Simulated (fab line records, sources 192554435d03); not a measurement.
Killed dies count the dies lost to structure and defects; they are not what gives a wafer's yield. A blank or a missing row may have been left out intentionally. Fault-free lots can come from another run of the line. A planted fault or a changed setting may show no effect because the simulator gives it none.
Matching of chambers + flow n5 finfet + N5_BEOL_M10_PECVD_70 on pecvd-01 has 3 sister chambers
The step deposits SiO2 from TEOS/O2, target thk 20 nm, time 22.7 s. 20 wafers are shown with their chamber, then 10 later ones without.

== WAFERS PAIRED WITH THEIR CHAMBERS ==
| wafer  | chamber | throttle valve pct (%) | heater power w (W) | heater power outer w (W) |
|--------|---------|------------------------|--------------------|--------------------------|
| L076.1 | 0       | 21.9                   | 699                | 440                      |
| L076.4 | 0       | 22.1                   | 694                | 449                      |
| L076.6 | 1       | 22.9                   | 612                | 357                      |
| L077.1 | 1       | 22.8                   | 751                | 459                      |
| L077.4 | 1       | 22.7                   | 737                | 457                      |
| L077.5 | 2       | 21.0                   | 889                | 544                      |
| L078.1 | 1       | 22.9                   | 688                | 419                      |
| L078.2 | 2       | 20.8                   | 830                | 504                      |
| L078.3 | 0       | 21.9                   | 721                | 482                      |
| L079.2 | 2       | 21.0                   | 948                | 577                      |
| L079.4 | 1       | 22.5                   | 651                | 398                      |
| L079.6 | 2       | 20.9                   | 949                | 590                      |
| L086.3 | 0       | 22.2                   | 714                | 472                      |
| L086.4 | 0       | 22.0                   | 726                | 470                      |
| L086.6 | 2       | 21.2                   | 847                | 511                      |
| L087.1 | 1       | 22.6                   | 650                | 379                      |
| L087.4 | 1       | 22.8                   | 644                | 380                      |
| L087.6 | 2       | 21.0                   | 932                | 569                      |
| L089.2 | 1       | 22.7                   | 665                | 395                      |
| L089.4 | 0       | 22.3                   | 732                | 501                      |

SIGNATURES, as means of the wafers listed above
| reading              | chamber 0 | chamber 1 | chamber 2 | scatter within a chamber |
|----------------------|-----------|-----------|-----------|--------------------------|
| throttle valve pct   | 22.067    | 22.738    | 20.983    | 0.146                    |
| heater power w       | 714.33    | 674.75    | 899.17    | 42.5                     |
| heater power outer w | 469.00    | 405.50    | 549.17    | 32.9                     |
Rule: distance of a wafer from a chamber = root of the sum over the readings of ((wafer's reading minus chamber's mean) / reading's scatter) squared. If the next closest chamber is less than 2 further off than the closest, the wafer can't be placed; otherwise it belongs to the closest. The scatter is the square root of a quotient: the sum, over the shown wafers, of each reading's squared deviation from its chamber's mean, divided by wafers minus chambers.

== WAFERS MISSING THEIR CHAMBER ==
| wafer  | throttle valve pct (%) | heater power w (W) | heater power outer w (W) |
|--------|------------------------|--------------------|--------------------------|
| L089.6 | 22.6                   | 681                | 393                      |
| L090.2 | 22.7                   | 661                | 401                      |
| L090.3 | 22.2                   | 634                | 414                      |
| L090.6 | 21.2                   | 784                | 457                      |
| L091.1 | 22.0                   | 738                | 490                      |
| L091.3 | 20.8                   | 885                | 558                      |
| L091.6 | 21.1                   | 901                | 575                      |
| L092.2 | 22.1                   | 716                | 466                      |
| L092.4 | 22.1                   | 685                | 475                      |
| L092.5 | 21.1                   | 945                | 592                      |

== CHAMBER TAKEN BY EACH ==
| wafer  | from the rows above     | in truth |
|--------|-------------------------|----------|
| L089.6 | 1                       | 1        |
| L090.2 | 1                       | 1        |
| L090.3 | can't be placed: 0 or 1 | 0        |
| L090.6 | 2                       | 2        |
| L091.1 | 0                       | 0        |
| L091.3 | 2                       | 2        |
| L091.6 | 2                       | 2        |
| L092.2 | 0                       | 0        |
| L092.4 | 0                       | 0        |
| L092.5 | 2                       | 2        |
9 of 10 placed correctly. Unplaceable from these rows: 1, with the true chamber sitting among the candidates in 1. 0 placed wrongly.
